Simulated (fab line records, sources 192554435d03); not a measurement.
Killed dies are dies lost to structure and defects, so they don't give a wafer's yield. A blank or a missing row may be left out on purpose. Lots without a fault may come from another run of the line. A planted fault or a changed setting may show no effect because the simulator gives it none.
Chamber matching | flow n5_finfet | N5_HKMG_FIN_ALD_79 on ald_metal-04: 4 sister chambers
The step deposits TiN, target thk 1.5 nm, pulse time 1 s, purge time 3 s. 4 wafers are shown with their chamber, then 8 later ones without.

WAFERS WITH THEIR CHAMBER
wafer  | chamber | heater_power_w (W)
L081.1 | 3       | 801
L082.3 | 2       | 910
L082.5 | 0       | 982
L090.3 | 1       | 982

WAFERS WITHOUT THEIR CHAMBER
wafer  | heater_power_w (W)
L090.5 | 978
L090.6 | 902
L095.1 | 884
L095.4 | 944
L095.5 | 981
L096.1 | 818
L096.2 | 957
L096.3 | 908

WHICH CHAMBER EACH WENT THROUGH
wafer  | from the rows above          | in truth
L090.5 | can't be placed: 0 or 1      | 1
L090.6 | 2                            | 2
L095.1 | 2                            | 2
L095.4 | can't be placed: 2 or 0 or 1 | 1
L095.5 | can't be placed: 0 or 1      | 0
L096.1 | 3                            | 3
L096.2 | can't be placed: 0 or 1 or 2 | 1
L096.3 | 2                            | 2
Placed correctly: 4 of 8. Can't be placed from these rows: 4 (the true chamber is among the candidates in 4). Placed wrongly: 0.
How it was worked out, from the rows above alone: a wafer's distance from a chamber is the root of the sum, over the readings, of the square of ((its reading less the chamber's mean) divided by the reading's scatter). The wafer belongs to the nearest chamber; if the next one is less than 2 further off, it can't be placed. A chamber's mean is the mean of its shown wafers. The scatter: with one shown wafer a chamber, the root of the mean of the squares of how far each hidden wafer lies from its nearest shown one.
